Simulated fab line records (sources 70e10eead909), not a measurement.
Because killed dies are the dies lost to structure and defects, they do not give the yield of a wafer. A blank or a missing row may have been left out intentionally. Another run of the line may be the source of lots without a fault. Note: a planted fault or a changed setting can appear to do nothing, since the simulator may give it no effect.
fab line records    flow nand_harc    part 1 of 2: steps 1 to 21 of 31
[record] lots = 5  wafers = 15  last_day = 32
route steps=1302 shown A_SLIT@932 A_SIN_REMOVE@947 A_WL_FILL@952
lots with no fault: from the same line, run without faults
start_h: hours from the record's opening day to when the first of the lot's shown wafers began    wait_h: how many hours have passed since the lot's step before this one    " the same as in the row above    L1.1+2: one row covering several wafers at once    - no value, or no start given    * or withheld: withheld    < > ~ a bound
route shown NAME@n: names a module that has steps shown in the file, with the first one's number in the route    usual: average and standard deviation across the fault-free wafers    same: alike in all rows    chamber/n: place in a boat    sites: readings site by site    _std_site: standard deviation of those values    _edge_site: the outer-site mean with the inner-site mean subtracted    radius_mm: for every site, how far away it sits from the centre of the wafer    mask NAME#n: copy n    behind: the last tool/chamber to shape the wafer    hold: why the lot went on hold/how many hours it stayed there/how the hold came to an end    device: whichever transistor did not switch (one of n, p or np)    end of line: the tests these same wafers got at the end of their route    a step with no rows: only its recipe    killed: at the first sort, the dies lost to defects and structure; wafer yield is something else    map: shows each die of a wafer: x if killed, . if not, _ if none is there
set.NAME: the run value of the setting; set.NAME@STEP: its run value at that earlier step    model.NAME: the simulator's own value behind a step, which no gauge read
certain route steps with their lots: each step a table, each wafer a row
services: from which hour (start_h, from the record's first day; less than 0 if before it) a tool's chamber was out of use, for how many hours, and why
[[steps]]
[step NHARC_A_SLIT_DEVELOP_08]
[recipe] develop_time_s = 35  dev_temp_c = 23
lot.wafer   tool            chamber  start_h  wait_h
L085.2+3+5  litho_track-01  0        -        -
L087.3+5+6  litho_track-06  0        -        -
L089.4+5+6  litho_track-06  0        -        -
L093.3+4+6  litho_track-01  0        -        -
L094.1+4+6  litho_track-06  0        -        -
[step NHARC_A_SLIT_CD_MEAS_09]
[recipe] target_cd_nm = 300  landing_energy_ev = 500
[usual] cd_nm = 300.0/0.51
lot.wafer  tool       chamber  start_h  wait_h  cd_nm
L085.2     cd_sem-03  0        567.29   -       299.8
L085.3     "          0        "        "       299.4
L085.5     "          0        "        "       298.9
L087.3     cd_sem-03  0        589.02   -       299.8
L087.5     "          0        "        "       299.4
L087.6     "          0        "        "       299.8
L089.4     cd_sem-03  0        605.41   -       300.7
L089.5     "          0        "        "       301.5
L089.6     "          0        "        "       301.3
L093.3     cd_sem-03  0        640.75   -       300.3
L093.4     "          0        "        "       300.7
L093.6     "          0        "        "       300.4
L094.1     cd_sem-02  0        645.92   -       300.2
L094.4     "          0        "        "       299.9
L094.6     "          0        "        "       300.2
[step NHARC_A_SLIT_OVL_MEAS_10]
[usual] overlay_x_nm = 0.0/0.91  overlay_y_nm = 0.2/0.78
lot.wafer  tool        chamber  start_h  wait_h  overlay_x_nm  overlay_y_nm
L085.2     overlay-02  -        567.37   -       0.3           0.6
L085.3     "           -        "        "       0.3           0.4
L085.5     "           -        "        "       -0.2          0.7
L087.3     overlay-02  -        589.11   -       1.2           0.4
L087.5     "           -        "        "       1.2           0.5
L087.6     "           -        "        "       2.0           0.8
L089.4     overlay-01  -        605.49   -       1.1           0.8
L089.5     "           -        "        "       1.2           0.9
L089.6     "           -        "        "       1.2           0.7
L093.3     overlay-01  -        640.83   -       -1.3          -0.2
L093.4     "           -        "        "       -1.0          0.5
L093.6     "           -        "        "       -1.7          -0.3
L094.1     overlay-01  -        646.01   -       -1.0          -0.9
L094.4     "           -        "        "       -1.0          -1.0
L094.6     "           -        "        "       -1.2          -0.3
[step NHARC_A_SLIT_INSPECT_11]
[usual] raw_defect_count = 55/32
lot.wafer  tool               chamber  start_h  wait_h  raw_defect_count
L085.2     defect_inspect-01  -        567.41   0.0     65
L085.3     "                  -        "        "       66
L085.5     "                  -        "        "       78
L087.3     defect_inspect-01  -        589.14   0.0     21
L087.5     "                  -        "        "       30
L087.6     "                  -        "        "       21
L089.4     defect_inspect-01  -        605.53   0.0     31
L089.5     "                  -        "        "       29
L089.6     "                  -        "        "       29
L093.3     defect_inspect-02  -        640.87   0.0     26
L093.4     "                  -        "        "       26
L093.6     "                  -        "        "       26
L094.1     defect_inspect-02  -        646.04   0.0     55
L094.4     "                  -        "        "       58
L094.6     "                  -        "        "       60
[step NHARC_A_SLIT_DESCUM_14]
[recipe] time_s = 3  o2_flow_sccm = 200  ar_flow_sccm = 0  bias_power_w = 0  chemistry = O2
[usual] drypump_motor_current_A = 5.9/0.61  oes_product_au = 1.000/0.0094  rf_vpp_V = 57.7/0.83  showerhead_plenum_p_Torr = 1.92/0.056  throttle_valve_pct = 11.310/0.0089
lot.wafer  tool         chamber  start_h  wait_h  drypump_motor_current_A  oes_product_au  rf_hours_counter_h  rf_vpp_V  showerhead_plenum_p_Torr  throttle_valve_pct
L085.3     rie_diel-05  2        567.47   0.1     6.5                      1.013           10.7                57.2      1.98                      11.306
L085.2     "            0        "        "       5.0                      0.984           9.6                 57.6      2.00                      11.315
L085.5     "            3        "        "       6.2                      1.003           -                   58.0      1.83                      11.296
L087.3     rie_diel-03  1        589.23   0.1     6.1                      0.994           6.4                 57.4      1.82                      11.302
L087.5     "            2        "        "       5.2                      1.008           -                   57.8      1.90                      11.310
L087.6     "            3        "        "       6.4                      1.002           -                   56.9      1.88                      11.306
L089.4     rie_diel-03  0        605.61   0.1     6.8                      1.000           8.1                 56.0      1.93                      11.322
L089.6     "            2        "        "       5.2                      1.006           -                   58.2      1.90                      11.314
L089.5     "            3        "        "       6.4                      1.010           -                   58.5      1.88                      11.320
L093.3     rie_diel-02  2        641.00   0.1     6.5                      0.995           2.9                 58.3      1.90                      11.306
L093.4     "            1        "        "       5.8                      1.006           3.4                 57.6      1.95                      11.301
L093.6     "            2        "        "       6.5                      0.995           -                   58.1      1.90                      11.328
L094.4     rie_diel-03  2        646.12   0.1     5.2                      0.999           0.1                 55.8      1.90                      11.305
L094.1     "            3        "        "       6.4                      1.004           0.1                 58.0      1.88                      11.317
L094.6     "            0        "        "       6.8                      1.011           -                   57.2      1.93                      11.311
[step NHARC_A_SLIT_ETCH_24]
[recipe] target_depth_a = 1210  time_s = 60.5  cf4_flow_sccm = 100  chf3_flow_sccm = 30  ar_flow_sccm = 0  rf_w = 500  bias_w = 200  chemistry = CF4/CHF3
[usual] drypump_motor_current_A = 5.9/0.62  oes_product_au = 0.962/0.014  rf_vpp_V = 370.8/1.6  showerhead_plenum_p_Torr = 1.58/0.042  throttle_valve_pct = 16.802/0.01
lot.wafer  tool         chamber  start_h  wait_h  drypump_motor_current_A  oes_product_au  rf_hours_counter_h  rf_vpp_V  showerhead_plenum_p_Torr  throttle_valve_pct
L085.3     rie_diel-05  0        567.56   0.1     5.0                      0.962           9.6                 372.8     1.64                      16.803
L085.2     "            2        "        "       6.5                      0.969           10.7                373.1     1.63                      16.798
L085.5     "            0        "        "       5.0                      0.960           -                   372.2     1.64                      16.810
L087.3     rie_diel-03  0        589.29   0.1     6.8                      0.976           6.7                 371.3     1.59                      16.796
L087.6     "            3        "        "       6.4                      0.963           -                   369.6     1.55                      16.797
L087.5     "            0        "        "       6.8                      0.975           -                   370.6     1.59                      16.785
L089.4     rie_diel-03  1        605.69   0.1     6.1                      0.970           7.7                 368.9     1.50                      16.799
L089.5     "            2        "        "       5.2                      0.971           -                   369.9     1.56                      16.791
L089.6     "            3        "        "       6.4                      0.969           -                   369.2     1.55                      16.807
L093.4     rie_diel-02  0        641.09   0.1     5.3                      0.973           3.6                 370.4     1.60                      16.812
L093.3     "            2        "        "       6.5                      0.965           2.9                 370.6     1.56                      16.788
L093.6     "            1        "        "       5.8                      0.968           -                   371.1     1.60                      16.796
L094.4     rie_diel-03  1        646.19   0.1     6.1                      0.961           0.1                 368.1     1.50                      16.802
L094.1     "            3        "        "       6.3                      0.967           0.1                 369.1     1.55                      16.815
L094.6     "            1        "        "       6.1                      0.957           -                   368.8     1.50                      16.804
[step NHARC_A_SLIT_ETCH_15]
[recipe] target_depth_a = 62000  over_etch_frac = 0.3  time_s = 1612  ion_energy_ev = 150  o2_flow_sccm = 400  cos_flow_sccm = 20  ar_flow_sccm = 0  rf_w = 500  bias_w = 300  chemistry = O2/COS
[usual] drypump_motor_current_A = 5.9/0.62  oes_product_au = 1.001/0.01  rf_vpp_V = 314.3/1.3  showerhead_plenum_p_Torr = 3.14/0.085  throttle_valve_pct = 28.330/0.009
lot.wafer  tool         chamber  start_h  wait_h  drypump_motor_current_A  oes_product_au  rf_hours_counter_h  rf_vpp_V  showerhead_plenum_p_Torr  throttle_valve_pct
L085.2     rie_diel-05  0        -        -       5.0                      0.990           9.8                 317.1     3.25                      28.327
L085.3     "            2        "        "       6.5                      1.010           11.0                315.4     3.23                      28.321
L085.5     "            0        "        "       5.0                      0.987           -                   315.5     3.25                      28.351
L087.3     rie_diel-03  3        -        -       6.5                      1.012           6.7                 313.9     3.07                      28.334
L087.5     "            3        "        "       6.4                      0.997           -                   313.9     3.07                      28.320
L087.6     "            0        "        "       6.8                      1.002           -                   313.2     3.16                      28.339
L089.4     rie_diel-03  1        -        -       6.1                      1.005           8.0                 313.5     2.97                      28.343
L089.6     "            3        "        "       6.4                      1.001           -                   315.1     3.07                      28.318
L089.5     "            0        "        "       6.8                      0.995           -                   313.4     3.15                      28.331
L093.4     rie_diel-02  0        -        -       5.3                      1.007           3.8                 315.3     3.17                      28.348
L093.3     "            3        "        "       5.9                      0.987           3.3                 314.1     3.17                      28.331
L093.6     "            1        "        "       5.8                      1.000           -                   314.5     3.18                      28.316
L094.1     rie_diel-03  2        -        -       5.2                      1.007           0.3                 312.6     3.10                      28.329
L094.4     "            3        "        "       6.4                      1.006           0.3                 314.7     3.07                      28.335
L094.6     "            2        "        "       5.2                      1.008           -                   314.4     3.10                      28.320
[step NHARC_A_SLIT_ETCH_17]
[recipe] bias_v = 900  source_w = withheld  pressure_mtorr = 20  ar_flow_sccm = 375  c4f8_flow_sccm = 83.3  o2_flow_sccm = 41.7  time_s = 4254.5  target_depth_a = 2.03e+05  chemistry = C4F8/O2/Ar
[usual] drypump_motor_current_A = 5.8/0.35  showerhead_plenum_p_Torr = 3.69/0.11  throttle_valve_pct = 32.045/0.0096
lot.wafer  tool         chamber  start_h  wait_h  drypump_motor_current_A  rf_hours_counter_h  showerhead_plenum_p_Torr  throttle_valve_pct
L085.2     har_etch-02  1        568.73   -       5.4                      104                 3.67                      32.035
L085.3     "            1        569.95   -       5.4                      -                   3.67                      32.040
L085.5     "            1        571.17   -       5.4                      -                   3.67                      32.039
L087.3     har_etch-01  1        594.88   -       6.3                      -                   3.61                      32.046
L087.6     "            1        596.09   -       6.3                      -                   3.61                      32.045
L087.5     "            0        "        "       5.7                      -                   3.61                      32.058
L089.4     har_etch-02  1        608.06   -       5.4                      -                   3.65                      32.054
L089.6     "            1        609.28   -       5.4                      -                   3.65                      32.042
L089.5     "            0        "        "       5.7                      -                   3.87                      32.043
L093.3     har_etch-02  1        643.48   -       5.4                      -                   3.65                      32.038
L093.4     "            0        "        "       5.7                      -                   3.86                      32.046
L093.6     "            1        "        "       5.4                      -                   3.65                      32.036
L094.1     har_etch-02  1        647.36   -       5.4                      146                 3.64                      32.055
L094.4     "            1        648.57   -       5.4                      -                   3.64                      32.041
L094.6     "            1        649.78   -       5.4                      -                   3.64                      32.045
[step NHARC_A_SLIT_ETCH_26]
[recipe] bias_v = 400  source_w = 2000  pressure_mtorr = 25  time_s = 90  ar_flow_sccm = 375  c4f8_flow_sccm = 41.7  o2_flow_sccm = 83.3  target_depth_a = 4000  chemistry = C4F8/O2/Ar
[usual] drypump_motor_current_A = 5.8/0.34  showerhead_plenum_p_Torr = 3.72/0.11  throttle_valve_pct = 27.619/0.0097
lot.wafer  tool         chamber  start_h  wait_h  drypump_motor_current_A  rf_hours_counter_h  showerhead_plenum_p_Torr  throttle_valve_pct
L085.2     har_etch-02  1        572.39   3.0     5.4                      107                 3.70                      27.610
L085.3     "            1        "        "       5.4                      -                   3.70                      27.611
L085.5     "            1        "        "       5.4                      -                   3.70                      27.618
L087.3     har_etch-01  1        597.36   1.9     6.3                      -                   3.63                      27.605
L087.6     "            1        "        "       6.3                      -                   3.63                      27.612
L087.5     "            0        "        "       5.7                      -                   3.63                      27.624
L089.4     har_etch-02  1        610.57   1.9     5.4                      -                   3.68                      27.608
L089.6     "            1        "        "       5.4                      -                   3.68                      27.625
L089.5     "            0        "        "       5.7                      -                   3.90                      27.601
L093.3     har_etch-02  1        645.99   1.9     5.4                      -                   3.68                      27.628
L093.4     "            0        "        "       5.7                      -                   3.90                      27.614
L093.6     "            1        "        "       5.4                      -                   3.68                      27.623
L094.1     har_etch-02  1        650.98   3.0     5.4                      149                 3.67                      27.620
L094.4     "            1        "        "       5.4                      -                   3.67                      27.617
L094.6     "            1        "        "       5.4                      -                   3.67                      27.643
[step NHARC_A_SLIT_STRIP_28]
[recipe] o2_flow_sccm = 400  cos_flow_sccm = 20  ar_flow_sccm = 0  bias_w = 0  chemistry = O2/COS
lot.wafer   tool         chamber  start_h  wait_h
L085.3+2+5  rie_diel-03  2,3,2    573.19   0.7
L087.3+6+5  rie_diel-02  1,0,1    598.10   0.7
L089.4+6+5  rie_diel-03  3,3,0    611.30   0.7
L093.4+3+6  rie_diel-02  0,2,0    646.72   0.7
L094.4+1+6  rie_diel-03  2,3,3    651.77   0.7
[step NHARC_A_SLIT_ETCH_29]
[recipe] target_depth_a = 1000  overetch_a = 100  time_s = 55  ion_energy_ev = 100  cf4_flow_sccm = 80  o2_flow_sccm = 20  ar_flow_sccm = 0  rf_w = 300  bias_w = 100  chemistry = CF4/O2
[usual] drypump_motor_current_A = 5.9/0.56  oes_f_703_au = 1.000/0.0044  oes_product_au = 0.999/0.011  rf_vpp_V = 197.9/1.1  showerhead_plenum_p_Torr = 1.34/0.033  throttle_valve_pct = 13.397/0.0091
lot.wafer  tool         chamber  start_h  wait_h  drypump_motor_current_A  oes_f_703_au  oes_product_au  rf_hours_counter_h  rf_vpp_V  showerhead_plenum_p_Torr  throttle_valve_pct
L085.2     rie_diel-03  2        573.27   0.1     5.2                      0.998         0.998           4.7                 196.9     1.32                      13.407
L085.3     "            3        "        "       6.4                      1.001         0.990           5.0                 197.8     1.31                      13.388
L085.5     "            2        "        "       5.2                      0.991         1.005           -                   197.4     1.32                      13.393
L087.3     rie_diel-02  0        598.20   0.1     5.3                      0.995         1.003           1.8                 199.1     1.36                      13.408
L087.6     "            1        "        "       5.7                      0.995         1.012           -                   199.2     1.36                      13.403
L087.5     "            2        "        "       6.5                      1.007         1.002           -                   197.6     1.32                      13.404
L089.4     rie_diel-03  0        611.40   0.1     6.8                      0.995         0.992           9.0                 199.5     1.35                      13.406
L089.5     "            2        "        "       5.2                      1.003         0.999           -                   196.1     1.32                      13.391
L089.6     "            3        "        "       6.4                      1.007         0.999           -                   199.1     1.31                      13.398
L093.4     rie_diel-02  3        646.83   0.1     5.9                      1.000         0.980           3.7                 198.9     1.36                      13.398
L093.3     "            1        "        "       5.8                      1.000         1.003           4.4                 198.7     1.36                      13.411
L093.6     "            2        "        "       6.5                      1.006         0.983           -                   196.9     1.32                      13.401
L094.1     rie_diel-03  1        651.87   0.1     6.1                      0.997         1.007           1.9                 196.8     1.27                      13.405
L094.4     "            2        "        "       5.2                      1.002         1.001           1.5                 198.3     1.32                      13.393
L094.6     "            1        "        "       6.1                      1.001         1.000           -                   198.0     1.27                      13.391
[step NHARC_A_SLIT_STRIP_18]
[recipe] o2_flow_sccm = 500  ar_flow_sccm = 0  bias_w = 0  chemistry = O2
[usual] drypump_motor_current_A = 6.0/0.56  oes_product_au = 0.999/0.0097  rf_vpp_V = 57.8/0.85  showerhead_plenum_p_Torr = 3.53/0.085  throttle_valve_pct = 17.037/0.0091
lot.wafer  tool         chamber  start_h  wait_h  drypump_motor_current_A  oes_product_au  rf_hours_counter_h  rf_vpp_V  showerhead_plenum_p_Torr  throttle_valve_pct
L085.3     rie_diel-03  0        -        -       6.8                      0.988           5.1                 58.8      3.57                      17.035
L085.2     "            3        "        "       6.4                      1.005           5.0                 57.5      3.47                      17.035
L085.5     "            1        "        "       6.1                      0.991           -                   57.8      3.36                      17.022
L087.3     rie_diel-02  2        -        -       6.5                      0.990           1.4                 59.3      3.50                      17.039
L087.5     "            1        "        "       5.8                      1.006           -                   56.3      3.60                      17.035
L087.6     "            2        "        "       6.5                      0.999           -                   56.7      3.50                      17.049
L089.4     rie_diel-03  0        -        -       6.8                      0.996           9.1                 57.2      3.56                      17.043
L089.6     "            2        "        "       5.2                      1.003           -                   58.6      3.50                      17.033
L089.5     "            3        "        "       6.4                      1.003           -                   58.6      3.47                      17.027
L093.4     rie_diel-02  0        -        -       5.3                      0.997           4.6                 56.4      3.58                      17.044
L093.3     "            2        "        "       6.5                      0.996           3.6                 58.0      3.50                      17.016
L093.6     "            0        "        "       5.3                      1.017           -                   57.5      3.58                      17.043
L094.4     rie_diel-03  3        -        -       6.4                      1.001           1.0                 56.9      3.47                      17.039
L094.1     "            2        "        "       5.2                      0.998           1.5                 57.8      3.50                      17.035
L094.6     "            3        "        "       6.4                      1.011           -                   56.5      3.47                      17.045
[step NHARC_A_SLIT_PRECLEAN_19]
[recipe] time_s = *  temp_c = 50  bath_age_min = 0  chemistry = SC1
[usual] diw_flow_mL_min = 1415/4.4
lot.wafer  tool          chamber  start_h  wait_h  diw_flow_mL_min
L085.2     wet_bench-05  2        573.68   -       1416
L085.5     "             3        "        "       1411
L085.3     "             4        "        "       1414
L087.5     wet_bench-06  6        598.59   -       1408
L087.3     "             7        "        "       1423
L087.6     "             1        "        "       1422
L089.5     wet_bench-09  7        611.79   -       1413
L089.4     "             0        "        "       1412
L089.6     "             4        "        "       1415
L093.6     wet_bench-05  5        647.21   -       1410
L093.4     "             6        "        "       1416
L093.3     "             0        "        "       1414
L094.6     wet_bench-09  5        652.26   -       1420
L094.1     "             6        "        "       1414
L094.4     "             2        "        "       1417
[step NHARC_A_SLIT_SRD_20]
lot.wafer   tool          chamber  start_h  wait_h
L085.2+5+3  wet_bench-05  2,3,4    -        -
L087.5+3+6  wet_bench-06  6,7,1    -        -
L089.5+4+6  wet_bench-09  7,0,4    -        -
L093.6+4+3  wet_bench-05  5,6,0    -        -
L094.6+1+4  wet_bench-09  5,6,2    -        -
[step NHARC_A_SLIT_CD_MEAS_21]
[usual] cd_nm = 289.9/1.1
lot.wafer  tool       chamber  start_h  wait_h  cd_nm
L085.2     cd_sem-02  -        573.81   -       290.3
L085.3     "          -        "        "       291.3
L085.5     "          -        "        "       291.5
L087.3     cd_sem-01  -        598.72   -       289.6
L087.5     "          -        "        "       290.1
L087.6     "          -        "        "       290.5
L089.4     cd_sem-01  -        611.93   -       289.5
L089.5     "          -        "        "       289.3
L089.6     "          -        "        "       289.5
L093.3     cd_sem-02  -        647.36   -       290.7
L093.4     "          -        "        "       291.1
L093.6     "          -        "        "       290.4
L094.1     cd_sem-03  -        652.40   -       290.1
L094.4     "          -        "        "       289.6
L094.6     "          -        "        "       290.5
[step NHARC_A_SIN_REMOVE_WET_00]
[recipe] temp_c = 160  time_s = 15300  chemistry = H3PO4
lot.wafer   tool          chamber  start_h  wait_h
L085.2+3+5  wet_h3po4-02  1        575.48   1.7
L087.3+5+6  wet_h3po4-01  1        602.93   4.2
L089.4+5+6  wet_h3po4-01  0        613.60   1.7
L093.3+4+6  wet_h3po4-02  0        648.67   1.3
L094.1+4+6  wet_h3po4-01  0        654.07   1.7
[step NHARC_A_SIN_REMOVE_PRECLEAN_01]
[recipe] time_s = *  temp_c = 50  bath_age_min = 0  chemistry = SC1
[usual] diw_flow_mL_min = 1414/4.6
lot.wafer  tool          chamber  start_h  wait_h  diw_flow_mL_min
L085.2     wet_bench-01  4        580.12   0.0     1417
L085.3     "             6        "        "       1415
L085.5     "             1        "        "       1419
L087.5     wet_bench-01  7        607.67   0.0     1412
L087.6     "             1        "        "       1421
L087.3     "             3        "        "       1424
L089.5     wet_bench-01  6        618.38   0.0     1417
L089.6     "             0        "        "       1406
L089.4     "             2        "        "       1421
L093.3     wet_bench-02  3        653.47   0.0     1406
L093.4     "             6        "        "       1414
L093.6     "             7        "        "       1418
L094.6     wet_bench-02  5        658.84   0.0     1419
L094.4     "             6        "        "       1416
L094.1     "             0        "        "       1408
[step NHARC_A_SIN_REMOVE_SRD_02]
lot.wafer   tool          chamber  start_h  wait_h
L085.2+3+5  wet_bench-01  4,6,1    -        -
L087.5+6+3  wet_bench-01  7,1,3    -        -
L089.5+6+4  wet_bench-01  6,0,2    -        -
L093.3+4+6  wet_bench-02  3,6,7    -        -
L094.6+4+1  wet_bench-02  5,6,0    -        -
[step NHARC_A_SIN_REMOVE_INSPECT_04]
[usual] raw_defect_count = 371/90
lot.wafer  tool               chamber  start_h  wait_h  raw_defect_count
L085.2     defect_inspect-01  -        580.30   0.0     280
L085.3     "                  -        "        "       297
L085.5     "                  -        "        "       412
L087.3     defect_inspect-02  -        607.85   0.0     378
L087.5     "                  -        "        "       361
L087.6     "                  -        "        "       275
L089.4     defect_inspect-02  -        618.57   0.0     278
L089.5     "                  -        "        "       316
L089.6     "                  -        "        "       255
L093.3     defect_inspect-02  -        653.65   0.0     269
L093.4     "                  -        "        "       224
L093.6     "                  -        "        "       266
L094.1     defect_inspect-02  -        659.03   0.0     311
L094.4     "                  -        "        "       552
L094.6     "                  -        "        "       386
[step NHARC_A_WL_FILL_ALD_00]
[recipe] target_thk_a = 30  pulse_time_s = 3  ald_cycles = 30  temp_c = 300  material = Al2O3
[usual] heater_power_w = 490/62  precursor_pulse_height_rel = 0.999/0.02  susceptor_temp_C = 300.02/0.2
[same] pulse_time_s = 3
lot.wafer  tool       chamber  start_h  wait_h  heater_power_w  precursor_pulse_height_rel  susceptor_temp_C
L085.2     ald_hk-01  2        581.10   0.8     442             0.996                       -
L085.3     "          3        "        "       512             1.023                       -
L085.5     "          1        "        "       407             1.014                       -
L087.3     ald_hk-01  0        607.92   0.1     438             0.989                       299.66
L087.6     "          0        "        "       439             1.015                       299.81
L087.5     "          1        "        "       416             1.034                       300.03
L089.4     ald_hk-03  0        618.63   0.1     416             1.006                       300.15
L089.5     "          0        "        "       421             0.990                       300.34
L089.6     "          1        "        "       467             0.995                       300.12
L093.4     ald_hk-03  3        653.77   0.1     462             0.979                       300.04
L093.3     "          0        "        "       413             0.989                       300.20
L093.6     "          2        "        "       598             0.973                       299.63
L094.1     ald_hk-03  2        659.09   0.1     598             1.024                       299.92
L094.4     "          3        "        "       465             0.998                       299.96
L094.6     "          2        "        "       595             1.004                       300.08
[step NHARC_A_WL_FILL_RTA_01]
[recipe] temp_c = 1000  time_s = 5
[usual] lamp_power_pct = 27.5/0.51  wafer_temp_C_max = 1003.9/0.73
lot.wafer  tool           chamber  start_h  wait_h  lamp_power_pct  wafer_temp_C_max
L085.2     rtp_anneal-01  0        581.46   -       27.1            1003.7
L085.3     "              0        "        "       27.0            1004.3
L085.5     "              0        "        "       26.9            1002.9
L087.3     rtp_anneal-02  0        608.24   -       28.0            1002.6
L087.5     "              0        "        "       28.0            1003.7
L087.6     "              0        "        "       28.1            1004.9
L089.4     rtp_anneal-01  0        618.97   -       27.0            1006.1
L089.5     "              0        "        "       27.0            1003.2
L089.6     "              0        "        "       27.0            1004.9
L093.3     rtp_anneal-02  0        654.03   -       28.0            1004.2
L093.4     "              0        "        "       28.0            1003.3
L093.6     "              0        "        "       28.1            1004.0
L094.1     rtp_anneal-01  0        659.36   -       27.0            1002.4
L094.4     "              0        "        "       27.0            1003.3
L094.6     "              0        "        "       27.0            1003.7
